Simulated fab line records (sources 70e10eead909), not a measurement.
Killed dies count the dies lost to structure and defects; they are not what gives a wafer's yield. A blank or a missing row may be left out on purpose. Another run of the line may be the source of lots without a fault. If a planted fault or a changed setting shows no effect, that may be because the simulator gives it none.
A lot that was struck, set against a sound lot || flow nandHarc || 13 out of 1159 route steps
Sound: the wafers L101.2, L101.5, L101.6. Struck: wafer L119.4. (L119.3, L119.5 of the same lot were not struck and are left out.) The cause comes at the end.
Each step with rows lists, per side, the tool, then ch with its chambers, then its first start. Under that, the readings that differ: sound wafers || struck wafers || difference of the means || sigmas: that difference in standard deviations of wafers without a fault.
alike: same words and numbers on both sides, and readings whose means sit less than 2 such deviations apart. not compared: any withheld reading, any reading some wafer has no value for, any bound like >300 that may hide the same value, and any number with overlapping values for which the record gives no deviation.
A row with sigmas, a row that says differs or no value, or rows on one side alone: a step with any of these is where the two part. Numbers that have no deviation but don't overlap get no sigmas and don't part them. Lack of a reading on every wafer of one side parts them only where that side has two or more wafers.

first, 3 steps without rows for these wafers: NHARC_A_STAIRCASE_PEB_07 (peb time 130 s); NHARC_A_STAIRCASE_DEVELOP_08 (time 140 s); NHARC_A_STAIRCASE_HARDBAKE_10 (time 140 s).
NHARC_A_STAIRCASE_DESCUM_11: chemistry O2, time 3 s.
  sound on rieDiel-04 ch 0,2,3, day 10 14:44; struck on rieDiel-02 ch 3, day 15 10:38
{"reading": "oesProductAu (a.u.)", "sound": "1.007 0.982 1.002", "struck": 1.030, "difference": "+0.033", "sigmas": "+3"}
  alike: chamberPressureMTorr, drypumpMotorCurrentA, rfVppV, showerheadPlenumPTorr, throttleValvePct
  not compared: rfHoursCounterH
NHARC_A_STAIRCASE_TRIM_12: chemistry O2, time 211.2 s.
  sound on rieDiel-04 ch 1,2,3, day 10 14:49; struck on rieDiel-02 ch 0, day 15 10:44
  alike: chamberPressureMTorr, drypumpMotorCurrentA, oesProductAu, rfVppV, showerheadPlenumPTorr, throttleValvePct
  not compared: rfHoursCounterH
NHARC_A_STAIRCASE_ETCH_13: etches the open film in C4F8/O2, target depth 100 nm, time 40.5 s.
  sound: rieDiel-04 ch 0,2,3; struck: rieDiel-02 ch 3
  alike: chamberPressureMTorr, oesProductAu, rfVppV
  not compared: rfHoursCounterH
NHARC_A_STAIRCASE_TRIM_14: chemistry O2, time 211.2 s.
  sound: rieDiel-04 ch 0,1; struck: rieDiel-02 ch 2
  alike: chamberPressureMTorr, drypumpMotorCurrentA, oesProductAu, rfVppV, showerheadPlenumPTorr, throttleValvePct
  not compared: rfHoursCounterH
then, 3 steps without rows for these wafers: NHARC_A_STAIRCASE_ETCH_15 (etches the open film in C4F8/O2, target depth 100 nm, time 40.5 s); NHARC_A_STAIRCASE_TRIM_16 (chemistry O2, time 211.2 s); NHARC_A_STAIRCASE_ETCH_17 (etches the open film in C4F8/O2, target depth 100 nm, time 40.5 s).
NHARC_A_STAIRCASE_TRIM_18: chemistry O2, time 211.2 s.
  sound: rieDiel-04 ch 1,2,3; struck: rieDiel-02 ch 2
  alike: chamberPressureMTorr, drypumpMotorCurrentA, oesProductAu, rfVppV, showerheadPlenumPTorr, throttleValvePct
  not compared: rfHoursCounterH
NHARC_A_STAIRCASE_ETCH_19: etches the open film in C4F8/O2, target depth 100 nm, time 40.5 s.
  sound on rieDiel-04 ch 0,1, day 10 15:42; struck on rieDiel-02 ch 0, day 15 11:36
{"reading": "chamberPressureMTorr (mTorr)", "sound": "25.005 24.983 25.043", "struck": 24.959, "difference": -0.051, "sigmas": -2}
{"reading": "oesProductAu (a.u.)", "sound": "0.925 0.948 0.910", "struck": 1.147, "difference": "+0.219", "sigmas": "+17"}
  alike: rfVppV
  not compared: rfHoursCounterH
-- record jumps: 9 days between struck wafers' starts before vs after; left off in module A_STAIRCASE, resumes in module END, first step shown is number 1159 of the route --
NHARC_END_SORT_01:
  only the struck wafers appear in the record here, on prober-01 ch 0 at day 24 06:52; the sound ones have no rows

## WHERE THEY PART
Earliest at NHARC_A_STAIRCASE_DESCUM_11; latest, in this record, at NHARC_END_SORT_01.

WHY: what had been put in by the simulator
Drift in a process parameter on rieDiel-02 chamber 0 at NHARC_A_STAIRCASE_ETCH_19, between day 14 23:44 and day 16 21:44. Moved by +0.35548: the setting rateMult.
